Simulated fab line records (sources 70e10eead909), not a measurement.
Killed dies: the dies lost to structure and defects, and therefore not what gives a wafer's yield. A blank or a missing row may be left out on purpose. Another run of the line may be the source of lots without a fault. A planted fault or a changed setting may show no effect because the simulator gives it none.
fab line records || flow nand-harc
record: {"lots": 5, "wafers": 15, "last-day": 31}
route steps=1302 shown THIN_TSV@1283
lots that met no fault: from a run of the same line without faults
start-h: hours from the record's first day to the start of the lot's first wafer shown || wait-h: hours elapsed since this lot's preceding step || " same as the row above || L1.1+2: several wafers, shown together as one row || - no value present, or no start provided || * or withheld: withheld || < > ~ a bound
route shown NAME@n: a module of which the file shows steps, and the number in the route of the first || usual: the fault-free wafers' mean and standard deviation || same: alike in all rows || chamber/n: place in a boat || sites: readings site by site || _std_site: how widely they spread, as a standard deviation || _edge_site: the outer-site mean with the inner-site mean subtracted || radius-mm: for every site, how far away it sits from the centre of the wafer || mask NAME#n: copy n || behind: the tool/chamber that last shaped the wafer || hold: cause of the lot's hold/its duration in hours/its outcome || device: which transistor (n, p or np) failed to switch || end of line: tests run on the same wafers once the route is complete || for a step that has no rows: nothing shown but its recipe || killed: dies that structure and defects cost at the first sort, which is not the same as the wafer's yield || map: dies across one wafer; x = killed, . = not, _ = none there
set.NAME: setting as actually run; set.NAME@STEP: the setting as run at that earlier step || model.NAME: the simulator's own value behind a step, which no gauge read
lots at some steps of the route; a table a step, a row a wafer
services: a tool's chamber out of use, with start hour (start-h, from the record's first day; less than 0 if before it), hours out, and reason
== steps ==
step: NHARC_THIN_TSV_DEHYDRATE_25
recipe: {"temp-c": 150, "time-s": 120}
step: NHARC_THIN_TSV_HMDS_26
recipe: {"time-s": 30}
step: NHARC_THIN_TSV_COAT_27
recipe: {"spin-rpm": "*"}
step: NHARC_THIN_TSV_SOFTBAKE_28
recipe: {"temp-c": 122, "time-s": 95}
step: NHARC_THIN_TSV_EBR_29
step: NHARC_THIN_TSV_EXPOSE_30
recipe: {"na": 0.55, "dose-mj": 11.47, "mask-id": "PAD"}
step: NHARC_THIN_TSV_PEB_31
recipe: {"peb-temp-c": 118, "peb-time-s": 85}
step: NHARC_THIN_TSV_DEVELOP_32
recipe: {"time-s": 70}
step: NHARC_THIN_TSV_CD_MEAS_33
recipe: {"target-cd-nm": 5000, "landing-energy-ev": 500}
usual: {"cd-nm": "4999.9/1.6"}
{"lot.wafer": "L768.1", "tool": "cd-sem-03", "chamber": 0, "start-h": 573.58, "wait-h": "-", "cd-nm": 4998.8}
{"lot.wafer": "L768.3", "tool": "cd-sem-03", "chamber": 0, "start-h": 573.58, "wait-h": "-", "cd-nm": 4998.4}
{"lot.wafer": "L768.6", "tool": "cd-sem-03", "chamber": 0, "start-h": 573.58, "wait-h": "-", "cd-nm": 4998.8}
{"lot.wafer": "L766.1", "tool": "cd-sem-03", "chamber": 0, "start-h": 574.79, "wait-h": "-", "cd-nm": 5000.8}
{"lot.wafer": "L766.4", "tool": "cd-sem-03", "chamber": 0, "start-h": 574.79, "wait-h": "-", "cd-nm": 5002.2}
{"lot.wafer": "L766.6", "tool": "cd-sem-03", "chamber": 0, "start-h": 574.79, "wait-h": "-", "cd-nm": 5000.5}
{"lot.wafer": "L776.1", "tool": "cd-sem-01", "chamber": 0, "start-h": 661.02, "wait-h": "-", "cd-nm": 5000.2}
{"lot.wafer": "L776.3", "tool": "cd-sem-01", "chamber": 0, "start-h": 661.02, "wait-h": "-", "cd-nm": 4998.1}
{"lot.wafer": "L776.4", "tool": "cd-sem-01", "chamber": 0, "start-h": 661.02, "wait-h": "-", "cd-nm": 4999.9}
{"lot.wafer": "L782.2", "tool": "cd-sem-02", "chamber": 0, "start-h": 735.52, "wait-h": "-", "cd-nm": 4999.3}
{"lot.wafer": "L782.4", "tool": "cd-sem-02", "chamber": 0, "start-h": 735.52, "wait-h": "-", "cd-nm": 5000.4}
{"lot.wafer": "L782.5", "tool": "cd-sem-02", "chamber": 0, "start-h": 735.52, "wait-h": "-", "cd-nm": 5001.1}
{"lot.wafer": "L785.3", "tool": "cd-sem-02", "chamber": 0, "start-h": 740.43, "wait-h": "-", "cd-nm": 5002.5}
{"lot.wafer": "L785.4", "tool": "cd-sem-02", "chamber": 0, "start-h": 740.43, "wait-h": "-", "cd-nm": 5000.8}
{"lot.wafer": "L785.5", "tool": "cd-sem-02", "chamber": 0, "start-h": 740.43, "wait-h": "-", "cd-nm": 5000.9}
step: NHARC_THIN_TSV_HARDBAKE_34
recipe: {"temp-c": 125, "time-s": 80}
step: NHARC_THIN_TSV_DESCUM_35
recipe: {"time-s": 3, "o2-flow-sccm": 200, "ar-flow-sccm": 0, "bias-power-w": 0, "chemistry": "O2"}
usual: {"drypump-motor-current-A": "5.6/0.41", "oes-product-au": "1.002/0.0062", "rf-vpp-V": "57.8/0.94", "showerhead-plenum-p-Torr": "1.93/0.08", "throttle-valve-pct": "11.311/0.0087"}
{"lot.wafer": "L768.3", "tool": "rie-diel-07", "chamber": 2, "start-h": 573.74, "wait-h": "-", "drypump-motor-current-A": 5.4, "oes-product-au": 0.996, "rf-hours-counter-h": 6, "rf-vpp-V": 57.5, "showerhead-plenum-p-Torr": 2.01, "throttle-valve-pct": 11.314}
{"lot.wafer": "L768.1", "tool": "rie-diel-07", "chamber": 3, "start-h": 573.74, "wait-h": "-", "drypump-motor-current-A": 5.7, "oes-product-au": 0.998, "rf-hours-counter-h": 6, "rf-vpp-V": 57.7, "showerhead-plenum-p-Torr": 1.93, "throttle-valve-pct": 11.300}
{"lot.wafer": "L768.6", "tool": "rie-diel-07", "chamber": 3, "start-h": 573.74, "wait-h": "-", "drypump-motor-current-A": 5.6, "oes-product-au": 0.984, "rf-hours-counter-h": "-", "rf-vpp-V": 58.2, "showerhead-plenum-p-Torr": 1.93, "throttle-valve-pct": 11.291}
{"lot.wafer": "L766.1", "tool": "rie-diel-05", "chamber": 0, "start-h": 574.99, "wait-h": "-", "drypump-motor-current-A": 5.5, "oes-product-au": 1.001, "rf-hours-counter-h": 10, "rf-vpp-V": 58.1, "showerhead-plenum-p-Torr": 2.01, "throttle-valve-pct": 11.308}
{"lot.wafer": "L766.4", "tool": "rie-diel-05", "chamber": 1, "start-h": 574.99, "wait-h": "-", "drypump-motor-current-A": 6.0, "oes-product-au": 1.000, "rf-hours-counter-h": "-", "rf-vpp-V": 57.7, "showerhead-plenum-p-Torr": 1.91, "throttle-valve-pct": 11.303}
{"lot.wafer": "L766.6", "tool": "rie-diel-05", "chamber": 3, "start-h": 574.99, "wait-h": "-", "drypump-motor-current-A": 5.5, "oes-product-au": 0.993, "rf-hours-counter-h": "-", "rf-vpp-V": 59.1, "showerhead-plenum-p-Torr": 2.03, "throttle-valve-pct": 11.305}
{"lot.wafer": "L776.1", "tool": "rie-diel-05", "chamber": 0, "start-h": 661.18, "wait-h": "-", "drypump-motor-current-A": 5.5, "oes-product-au": 0.990, "rf-hours-counter-h": 4, "rf-vpp-V": 58.1, "showerhead-plenum-p-Torr": 2.00, "throttle-valve-pct": 11.309}
{"lot.wafer": "L776.3", "tool": "rie-diel-05", "chamber": 2, "start-h": 661.18, "wait-h": "-", "drypump-motor-current-A": 5.6, "oes-product-au": 1.006, "rf-hours-counter-h": 4, "rf-vpp-V": 58.9, "showerhead-plenum-p-Torr": 2.06, "throttle-valve-pct": 11.308}
{"lot.wafer": "L776.4", "tool": "rie-diel-05", "chamber": 1, "start-h": 661.18, "wait-h": "-", "drypump-motor-current-A": 6.0, "oes-product-au": 1.004, "rf-hours-counter-h": "-", "rf-vpp-V": 57.1, "showerhead-plenum-p-Torr": 1.90, "throttle-valve-pct": 11.326}
{"lot.wafer": "L782.2", "tool": "rie-diel-05", "chamber": 0, "start-h": 735.68, "wait-h": "-", "drypump-motor-current-A": 5.5, "oes-product-au": 1.007, "rf-hours-counter-h": 9, "rf-vpp-V": 57.5, "showerhead-plenum-p-Torr": 2.00, "throttle-valve-pct": 11.326}
{"lot.wafer": "L782.4", "tool": "rie-diel-05", "chamber": 1, "start-h": 735.68, "wait-h": "-", "drypump-motor-current-A": 6.0, "oes-product-au": 0.999, "rf-hours-counter-h": 10, "rf-vpp-V": 58.4, "showerhead-plenum-p-Torr": 1.90, "throttle-valve-pct": 11.324}
{"lot.wafer": "L782.5", "tool": "rie-diel-05", "chamber": 0, "start-h": 735.68, "wait-h": "-", "drypump-motor-current-A": 5.5, "oes-product-au": 1.000, "rf-hours-counter-h": "-", "rf-vpp-V": 58.4, "showerhead-plenum-p-Torr": 2.00, "throttle-valve-pct": 11.332}
{"lot.wafer": "L785.4", "tool": "rie-diel-06", "chamber": 0, "start-h": 740.60, "wait-h": "-", "drypump-motor-current-A": 5.0, "oes-product-au": 1.007, "rf-hours-counter-h": 3, "rf-vpp-V": 57.1, "showerhead-plenum-p-Torr": 1.94, "throttle-valve-pct": 11.315}
{"lot.wafer": "L785.3", "tool": "rie-diel-06", "chamber": 1, "start-h": 740.60, "wait-h": "-", "drypump-motor-current-A": 4.7, "oes-product-au": 0.996, "rf-hours-counter-h": 4, "rf-vpp-V": 58.1, "showerhead-plenum-p-Torr": 2.01, "throttle-valve-pct": 11.318}
{"lot.wafer": "L785.5", "tool": "rie-diel-06", "chamber": 0, "start-h": 740.60, "wait-h": "-", "drypump-motor-current-A": 5.0, "oes-product-au": 1.003, "rf-hours-counter-h": "-", "rf-vpp-V": 56.7, "showerhead-plenum-p-Torr": 1.94, "throttle-valve-pct": 11.302}
step: NHARC_THIN_TSV_ETCH_59
recipe: {"target-depth-a": 8800, "icp-w": 900, "bias-w": 100, "Cl2_flow_sccm": 60, "bcl3-flow-sccm": 30, "time-s": 138.1, "chemistry": "Cl2/BCl3"}
usual: {"drypump-motor-current-A": "6.0/0.47", "he-backside-leak-sccm": "3.28/0.19", "oes-product-au": "1.001/0.0064", "run-length-s": "159.6/0.47", "throttle-valve-pct": "22.264/0.0092"}
{"lot.wafer": "L768.1", "tool": "rie-metal-01", "chamber": 1, "start-h": 573.86, "wait-h": 0.1, "drypump-motor-current-A": 6.3, "he-backside-leak-sccm": 3.71, "oes-product-au": 1.004, "rf-hours-counter-h": 3.0, "run-length-s": 159.6, "throttle-valve-pct": 22.252}
{"lot.wafer": "L768.3", "tool": "rie-metal-01", "chamber": 1, "start-h": 573.86, "wait-h": 0.1, "drypump-motor-current-A": 6.3, "he-backside-leak-sccm": 3.68, "oes-product-au": 0.996, "rf-hours-counter-h": "-", "run-length-s": 160.2, "throttle-valve-pct": 22.259}
{"lot.wafer": "L768.6", "tool": "rie-metal-01", "chamber": 1, "start-h": 573.86, "wait-h": 0.1, "drypump-motor-current-A": 6.3, "he-backside-leak-sccm": 3.64, "oes-product-au": 1.009, "rf-hours-counter-h": "-", "run-length-s": 159.6, "throttle-valve-pct": 22.280}
{"lot.wafer": "L766.1", "tool": "rie-metal-02", "chamber": 0, "start-h": 575.11, "wait-h": 0.1, "drypump-motor-current-A": 6.5, "he-backside-leak-sccm": 2.98, "oes-product-au": 1.003, "rf-hours-counter-h": 1.6, "run-length-s": 159.7, "throttle-valve-pct": 22.273}
{"lot.wafer": "L766.4", "tool": "rie-metal-02", "chamber": 1, "start-h": 575.11, "wait-h": 0.1, "drypump-motor-current-A": 5.6, "he-backside-leak-sccm": 3.02, "oes-product-au": 0.992, "rf-hours-counter-h": "-", "run-length-s": 160.7, "throttle-valve-pct": 22.273}
{"lot.wafer": "L766.6", "tool": "rie-metal-02", "chamber": 1, "start-h": 575.11, "wait-h": 0.1, "drypump-motor-current-A": 5.5, "he-backside-leak-sccm": 3.02, "oes-product-au": 0.993, "rf-hours-counter-h": "-", "run-length-s": 160.2, "throttle-valve-pct": 22.269}
{"lot.wafer": "L776.1", "tool": "rie-metal-01", "chamber": 1, "start-h": 661.37, "wait-h": 0.2, "drypump-motor-current-A": 6.4, "he-backside-leak-sccm": 3.51, "oes-product-au": 1.004, "rf-hours-counter-h": 1.6, "run-length-s": 159.6, "throttle-valve-pct": 22.254}
{"lot.wafer": "L776.4", "tool": "rie-metal-01", "chamber": 0, "start-h": 661.37, "wait-h": 0.2, "drypump-motor-current-A": 6.1, "he-backside-leak-sccm": 3.30, "oes-product-au": 0.992, "rf-hours-counter-h": "-", "run-length-s": 159.2, "throttle-valve-pct": 22.269}
{"lot.wafer": "L776.3", "tool": "rie-metal-01", "chamber": 1, "start-h": 661.37, "wait-h": 0.2, "drypump-motor-current-A": 6.3, "he-backside-leak-sccm": 3.28, "oes-product-au": 1.000, "rf-hours-counter-h": "-", "run-length-s": 160.1, "throttle-valve-pct": 22.270}
{"lot.wafer": "L782.2", "tool": "rie-metal-02", "chamber": 0, "start-h": 735.84, "wait-h": 0.2, "drypump-motor-current-A": 6.5, "he-backside-leak-sccm": 3.13, "oes-product-au": 0.993, "rf-hours-counter-h": 1.6, "run-length-s": 160.1, "throttle-valve-pct": 22.253}
{"lot.wafer": "L782.4", "tool": "rie-metal-02", "chamber": 0, "start-h": 735.84, "wait-h": 0.2, "drypump-motor-current-A": 6.5, "he-backside-leak-sccm": 3.19, "oes-product-au": 0.994, "rf-hours-counter-h": "-", "run-length-s": 160.2, "throttle-valve-pct": 22.252}
{"lot.wafer": "L782.5", "tool": "rie-metal-02", "chamber": 0, "start-h": 735.84, "wait-h": 0.2, "drypump-motor-current-A": 6.5, "he-backside-leak-sccm": 3.22, "oes-product-au": 0.991, "rf-hours-counter-h": "-", "run-length-s": 159.7, "throttle-valve-pct": 22.261}
{"lot.wafer": "L785.3", "tool": "rie-metal-03", "chamber": 0, "start-h": 740.78, "wait-h": 0.2, "drypump-motor-current-A": 5.1, "he-backside-leak-sccm": 3.26, "oes-product-au": 1.011, "rf-hours-counter-h": "-", "run-length-s": 159.3, "throttle-valve-pct": 22.263}
{"lot.wafer": "L785.4", "tool": "rie-metal-03", "chamber": 1, "start-h": 740.78, "wait-h": 0.2, "drypump-motor-current-A": 6.1, "he-backside-leak-sccm": 3.04, "oes-product-au": 0.998, "rf-hours-counter-h": "-", "run-length-s": 159.1, "throttle-valve-pct": 22.254}
{"lot.wafer": "L785.5", "tool": "rie-metal-03", "chamber": 1, "start-h": 740.78, "wait-h": 0.2, "drypump-motor-current-A": 6.1, "he-backside-leak-sccm": 3.09, "oes-product-au": 1.007, "rf-hours-counter-h": "-", "run-length-s": 159.1, "throttle-valve-pct": 22.256}
step: NHARC_THIN_TSV_ETCH_36
recipe: {"target-depth-a": 650, "over-etch-frac": 0.3, "time-s": 18.571, "ion-energy-ev": 150, "chemistry": "Cl2/BCl3"}
usual: {"drypump-motor-current-A": "6.0/0.47", "he-backside-leak-sccm": "3.32/0.22", "oes-product-au": "1.001/0.0069", "run-length-s": "40.0/0.43"}
{"lot.wafer": "L768.1", "tool": "rie-metal-01", "chamber": 1, "start-h": 574.12, "wait-h": 0.2, "drypump-motor-current-A": 6.3, "he-backside-leak-sccm": 3.49, "oes-product-au": 0.994, "rf-hours-counter-h": 3.2, "run-length-s": 40.2}
{"lot.wafer": "L768.3", "tool": "rie-metal-01", "chamber": 1, "start-h": 574.12, "wait-h": 0.2, "drypump-motor-current-A": 6.3, "he-backside-leak-sccm": 3.39, "oes-product-au": 0.994, "rf-hours-counter-h": "-", "run-length-s": 40.7}
{"lot.wafer": "L768.6", "tool": "rie-metal-01", "chamber": 1, "start-h": 574.12, "wait-h": 0.2, "drypump-motor-current-A": 6.3, "he-backside-leak-sccm": 3.71, "oes-product-au": 0.997, "rf-hours-counter-h": "-", "run-length-s": 40.1}
{"lot.wafer": "L766.1", "tool": "rie-metal-02", "chamber": 1, "start-h": 575.37, "wait-h": 0.2, "drypump-motor-current-A": 5.5, "he-backside-leak-sccm": 3.05, "oes-product-au": 1.013, "rf-hours-counter-h": 1.8, "run-length-s": 40.4}
{"lot.wafer": "L766.4", "tool": "rie-metal-02", "chamber": 1, "start-h": 575.37, "wait-h": 0.2, "drypump-motor-current-A": 5.6, "he-backside-leak-sccm": 4.61, "oes-product-au": 1.009, "rf-hours-counter-h": "-", "run-length-s": 40.5}
{"lot.wafer": "L766.6", "tool": "rie-metal-02", "chamber": 0, "start-h": 575.37, "wait-h": 0.2, "drypump-motor-current-A": 6.5, "he-backside-leak-sccm": 3.38, "oes-product-au": 1.009, "rf-hours-counter-h": "-", "run-length-s": 40.8}
{"lot.wafer": "L776.1", "tool": "rie-metal-01", "chamber": 0, "start-h": 661.60, "wait-h": 0.2, "drypump-motor-current-A": 6.2, "he-backside-leak-sccm": 3.39, "oes-product-au": 1.005, "rf-hours-counter-h": 1.8, "run-length-s": 34.8}
{"lot.wafer": "L776.4", "tool": "rie-metal-01", "chamber": 1, "start-h": 661.60, "wait-h": 0.2, "drypump-motor-current-A": 6.3, "he-backside-leak-sccm": 3.37, "oes-product-au": 0.991, "rf-hours-counter-h": "-", "run-length-s": 40.0}
{"lot.wafer": "L776.3", "tool": "rie-metal-01", "chamber": 0, "start-h": 661.60, "wait-h": 0.2, "drypump-motor-current-A": 6.2, "he-backside-leak-sccm": 3.30, "oes-product-au": 1.001, "rf-hours-counter-h": "-", "run-length-s": 34.8}
{"lot.wafer": "L782.2", "tool": "rie-metal-02", "chamber": 0, "start-h": 736.07, "wait-h": 0.2, "drypump-motor-current-A": 6.6, "he-backside-leak-sccm": 3.04, "oes-product-au": 1.012, "rf-hours-counter-h": 1.8, "run-length-s": 40.4}
{"lot.wafer": "L782.4", "tool": "rie-metal-02", "chamber": 1, "start-h": 736.07, "wait-h": 0.2, "drypump-motor-current-A": 5.5, "he-backside-leak-sccm": 3.15, "oes-product-au": 1.009, "rf-hours-counter-h": "-", "run-length-s": 40.5}
{"lot.wafer": "L782.5", "tool": "rie-metal-02", "chamber": 0, "start-h": 736.07, "wait-h": 0.2, "drypump-motor-current-A": 6.5, "he-backside-leak-sccm": 3.22, "oes-product-au": 1.006, "rf-hours-counter-h": "-", "run-length-s": 40.0}
{"lot.wafer": "L785.3", "tool": "rie-metal-03", "chamber": 1, "start-h": 740.98, "wait-h": 0.2, "drypump-motor-current-A": 6.0, "he-backside-leak-sccm": 3.14, "oes-product-au": 0.998, "rf-hours-counter-h": "-", "run-length-s": 39.4}
{"lot.wafer": "L785.4", "tool": "rie-metal-03", "chamber": 0, "start-h": 740.98, "wait-h": 0.2, "drypump-motor-current-A": 5.1, "he-backside-leak-sccm": 3.40, "oes-product-au": 0.999, "rf-hours-counter-h": "-", "run-length-s": 40.0}
{"lot.wafer": "L785.5", "tool": "rie-metal-03", "chamber": 1, "start-h": 740.98, "wait-h": 0.2, "drypump-motor-current-A": 6.0, "he-backside-leak-sccm": 3.11, "oes-product-au": 0.997, "rf-hours-counter-h": "-", "run-length-s": 39.3}
step: NHARC_THIN_TSV_STRIP_56
recipe: {"power-w": 1500, "temp-c": 250, "chemistry": "O2"}
usual: {"drypump-motor-current-A": "5.9/0.49", "heater-power-w": "337/34"}
{"lot.wafer": "L768.1", "tool": "plasma-asher-02", "chamber": 1, "start-h": 574.22, "wait-h": 0.1, "drypump-motor-current-A": 5.7, "heater-power-w": 348, "rf-hours-counter-h": 32}
{"lot.wafer": "L768.3", "tool": "plasma-asher-02", "chamber": 0, "start-h": 574.22, "wait-h": 0.1, "drypump-motor-current-A": 6.2, "heater-power-w": 375, "rf-hours-counter-h": "-"}
{"lot.wafer": "L768.6", "tool": "plasma-asher-02", "chamber": 0, "start-h": 574.22, "wait-h": 0.1, "drypump-motor-current-A": 6.3, "heater-power-w": 386, "rf-hours-counter-h": "-"}
{"lot.wafer": "L766.1", "tool": "plasma-asher-01", "chamber": 1, "start-h": 575.51, "wait-h": 0.1, "drypump-motor-current-A": 5.2, "heater-power-w": 368, "rf-hours-counter-h": 6}
{"lot.wafer": "L766.4", "tool": "plasma-asher-01", "chamber": 0, "start-h": 575.51, "wait-h": 0.1, "drypump-motor-current-A": 6.4, "heater-power-w": 286, "rf-hours-counter-h": "-"}
{"lot.wafer": "L766.6", "tool": "plasma-asher-01", "chamber": 1, "start-h": 575.51, "wait-h": 0.1, "drypump-motor-current-A": 5.2, "heater-power-w": 360, "rf-hours-counter-h": "-"}
{"lot.wafer": "L776.1", "tool": "plasma-asher-01", "chamber": 1, "start-h": 661.69, "wait-h": 0.1, "drypump-motor-current-A": 5.2, "heater-power-w": 370, "rf-hours-counter-h": 25}
{"lot.wafer": "L776.3", "tool": "plasma-asher-01", "chamber": 1, "start-h": 661.69, "wait-h": 0.1, "drypump-motor-current-A": 5.2, "heater-power-w": 370, "rf-hours-counter-h": "-"}
{"lot.wafer": "L776.4", "tool": "plasma-asher-01", "chamber": 0, "start-h": 661.69, "wait-h": 0.1, "drypump-motor-current-A": 6.4, "heater-power-w": 283, "rf-hours-counter-h": "-"}
{"lot.wafer": "L782.2", "tool": "plasma-asher-01", "chamber": 1, "start-h": 736.21, "wait-h": 0.1, "drypump-motor-current-A": 5.2, "heater-power-w": 339, "rf-hours-counter-h": 6}
{"lot.wafer": "L782.4", "tool": "plasma-asher-01", "chamber": 1, "start-h": 736.21, "wait-h": 0.1, "drypump-motor-current-A": 5.2, "heater-power-w": 342, "rf-hours-counter-h": "-"}
{"lot.wafer": "L782.5", "tool": "plasma-asher-01", "chamber": 0, "start-h": 736.21, "wait-h": 0.1, "drypump-motor-current-A": 6.4, "heater-power-w": 294, "rf-hours-counter-h": "-"}
{"lot.wafer": "L785.4", "tool": "plasma-asher-01", "chamber": 1, "start-h": 741.16, "wait-h": 0.2, "drypump-motor-current-A": 5.2, "heater-power-w": 338, "rf-hours-counter-h": "-"}
{"lot.wafer": "L785.3", "tool": "plasma-asher-01", "chamber": 0, "start-h": 741.16, "wait-h": 0.2, "drypump-motor-current-A": 6.4, "heater-power-w": 288, "rf-hours-counter-h": "-"}
{"lot.wafer": "L785.5", "tool": "plasma-asher-01", "chamber": 1, "start-h": 741.16, "wait-h": 0.2, "drypump-motor-current-A": 5.2, "heater-power-w": 348, "rf-hours-counter-h": "-"}
== services ==
{"tool": "plasma-asher-01", "chamber": "-", "start-h": 558.47, "hours": 2.8, "kind": "repair"}
{"tool": "rie-metal-01", "chamber": "-", "start-h": 575.00, "hours": 9.0, "kind": "pm"}
{"tool": "rie-metal-01", "chamber": 0, "start-h": 575.00, "hours": 9.0, "kind": "vent-cycle"}
{"tool": "rie-metal-01", "chamber": 1, "start-h": 575.00, "hours": 9.0, "kind": "vent-cycle"}
{"tool": "rie-metal-02", "chamber": 0, "start-h": 582.52, "hours": 21.5, "kind": "repair"}
{"tool": "rie-diel-05", "chamber": "-", "start-h": 583.66, "hours": 9.0, "kind": "pm"}
{"tool": "rie-metal-01", "chamber": 0, "start-h": 584.00, "hours": "-", "kind": "clean"}
{"tool": "rie-metal-01", "chamber": 1, "start-h": 584.00, "hours": "-", "kind": "clean"}
{"tool": "plasma-asher-02", "chamber": "-", "start-h": 603.00, "hours": 9.0, "kind": "pm"}
{"tool": "rie-metal-02", "chamber": "-", "start-h": 631.00, "hours": 9.0, "kind": "pm"}
{"tool": "rie-metal-02", "chamber": 0, "start-h": 631.00, "hours": 9.0, "kind": "vent-cycle"}
{"tool": "rie-metal-02", "chamber": 1, "start-h": 631.00, "hours": 9.0, "kind": "vent-cycle"}
{"tool": "rie-metal-02", "chamber": 0, "start-h": 640.00, "hours": "-", "kind": "clean"}
{"tool": "rie-diel-07", "chamber": "-", "start-h": 648.30, "hours": 9.0, "kind": "pm"}
{"tool": "rie-diel-05", "chamber": 3, "start-h": 653.22, "hours": 13.8, "kind": "repair"}
{"tool": "rie-diel-06", "chamber": "-", "start-h": 661.20, "hours": 9.0, "kind": "pm"}
{"tool": "rie-diel-07", "chamber": 3, "start-h": 693.65, "hours": 4.0, "kind": "repair"}
{"tool": "plasma-asher-01", "chamber": "-", "start-h": 696.00, "hours": 9.0, "kind": "pm"}
{"tool": "rie-metal-03", "chamber": "-", "start-h": 696.00, "hours": 9.0, "kind": "pm"}
{"tool": "rie-diel-05", "chamber": 3, "start-h": 708.86, "hours": 11.9, "kind": "repair"}
{"tool": "plasma-asher-02", "chamber": "-", "start-h": 711.87, "hours": 0.3, "kind": "repair"}
{"tool": "rie-diel-07", "chamber": 1, "start-h": 726.32, "hours": 4.3, "kind": "repair"}
{"tool": "rie-diel-05", "chamber": "-", "start-h": 731.33, "hours": 0.1, "kind": "repair"}
{"tool": "rie-diel-07", "chamber": 1, "start-h": 739.38, "hours": 25.7, "kind": "repair"}
== key ==
first-sign: {"step": "NHARC_THIN_TSV_ETCH_36", "reading": "run-length-s", "direction": "down", "sigmas": 12, "usual": "*", "struck": "*"}
effect none on later readings
met-at NHARC_THIN_TSV_ETCH_36
struck-wafers L776.1,L776.3
later-rows-left-out L776.1,L776.3
sort-left-out L776.1,L776.3
fault: {"kind": "process-parameter-drift", "tool": "rie-metal-01", "chamber": 0, "onset-h": 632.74, "steps": "NHARC_THIN_TSV_ETCH_36", "channel": "time-s", "offset": "*", "shape": "step", "end-h": 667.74, "acts-in": "*", "stated": "*"}
sort-left-out: the simulated sort isn't trusted on such a fault, so these wafers' sort isn't shown, and their yield isn't known
later-rows-left-out: the simulator's readings of these wafers behind a module that went badly wrong aren't trusted and aren't shown, but for the sort
